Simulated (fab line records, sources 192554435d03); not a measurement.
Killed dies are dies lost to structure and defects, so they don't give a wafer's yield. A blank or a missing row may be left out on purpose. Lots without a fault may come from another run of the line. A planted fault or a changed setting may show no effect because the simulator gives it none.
Chamber matching | flow n5_finfet | N5_BEOL_M2_ETCH_63 on rie_diel-04: 4 sister chambers
The step etches SiARC in CF4, target depth 15.6 nm, time 26 s. 4 wafers are shown with their chamber, then 9 later ones without.

WAFERS WITH THEIR CHAMBER
wafer  | chamber | drypump_motor_current_A (A)
L080.3 | 2       | 4.7
L087.1 | 3       | 5.5
L087.4 | 0       | 6.1
L087.5 | 1       | 5.4

WAFERS WITHOUT THEIR CHAMBER
wafer  | drypump_motor_current_A (A)
L093.2 | 5.4
L093.4 | 6.1
L093.5 | 4.7
L095.2 | 6.2
L095.3 | 5.5
L095.5 | 5.5
L097.2 | 6.1
L097.3 | 5.4
L097.5 | 4.7

WHICH CHAMBER EACH WENT THROUGH
wafer  | from the rows above | in truth
L093.2 | 1                   | 1
L093.4 | 0                   | 0
L093.5 | 2                   | 2
L095.2 | 0                   | 0
L095.3 | 3                   | 3
L095.5 | 3                   | 3
L097.2 | 0                   | 0
L097.3 | 1                   | 1
L097.5 | 2                   | 2
Placed correctly: 9 of 9. Can't be placed from these rows: 0. Placed wrongly: 0.
How it was worked out, from the rows above alone: a wafer's distance from a chamber is the root of the sum, over the readings, of the square of ((its reading less the chamber's mean) divided by the reading's scatter). The wafer belongs to the nearest chamber; if the next one is less than 2 further off, it can't be placed. A chamber's mean is the mean of its shown wafers. The scatter: with one shown wafer a chamber, the root of the mean of the squares of how far each hidden wafer lies from its nearest shown one.
